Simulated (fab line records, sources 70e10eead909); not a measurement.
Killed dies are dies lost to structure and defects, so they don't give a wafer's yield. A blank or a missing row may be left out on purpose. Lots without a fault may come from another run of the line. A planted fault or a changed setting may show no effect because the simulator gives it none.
Which tool did it? | flow nand_harc | 6 lots, 18 wafers sampled, at 2 steps of a route of 1302

WHAT THE GAUGES READ, wafer by wafer
NHARC_A_ONON_D1_THK_MEAS_18: measures by ellipsometry.
lot  | measured     | on            | thk_nm (nm)
L672 | day 8 15:56  | film_metro-02 | 1002 1001 1000
L673 | day 9 08:47  | film_metro-01 | 1002 1000 1001
L675 | day 10 00:17 | film_metro-02 | 1000 1000 998
L679 | day 11 20:29 | film_metro-01 | 990 990 992
L682 | day 13 00:44 | film_metro-01 | 992 993 992
L690 | day 16 07:09 | film_metro-02 | 1608 1608 1608

WHICH TOOL RAN EACH LOT (tool, then ch and the chambers of the sampled wafers, then the start)
lot  | NHARC_A_ONON_D1_DEP_16
L672 | pecvd_onon-02 ch 0, day 8 15:26
L673 | pecvd_onon-03 ch 0, day 9 08:17
L675 | pecvd_onon-04 ch 0, day 9 23:47
L679 | pecvd_onon-04 ch 0, day 11 20:02
L682 | pecvd_onon-02 ch 0, day 13 00:13
L690 | pecvd_onon-04 ch 0, day 16 06:38
- NHARC_A_ONON_D1_DEP_16: target thk 1000 nm.

THE ANSWER, worked out from the rows above alone
Rule: what is usual is taken from the lots themselves. Put in order of their means at a reading, lots are off if they are a third of the lots or fewer, leave a main group of 4 or more, and stand apart from it by a gap of 3 or more times the standard deviation of the main group's means; of several such gaps the widest counts. A main group whose means are all the same, to the digits that the tables above print for the reading, isn't used. A lot without any number at a reading at which 4 lots or more have one is off too. The other lots that the step has rows for count as sound.
Off: L690, at NHARC_A_ONON_D1_THK_MEAS_18 (thk_nm). The main group: mean 997 nm, standard deviation 4.5.
A tool fits if, at a process step before that reading, it ran every lot that is off, and no sound lot after the first of them. The gauges at NHARC_A_ONON_D1_THK_MEAS_18 are tried like those tools. Can't be told from this: 2 tools fit, pecvd_onon-04 at NHARC_A_ONON_D1_DEP_16, film_metro-02 at NHARC_A_ONON_D1_THK_MEAS_18.

WHAT THE SIMULATOR HAD PUT IN
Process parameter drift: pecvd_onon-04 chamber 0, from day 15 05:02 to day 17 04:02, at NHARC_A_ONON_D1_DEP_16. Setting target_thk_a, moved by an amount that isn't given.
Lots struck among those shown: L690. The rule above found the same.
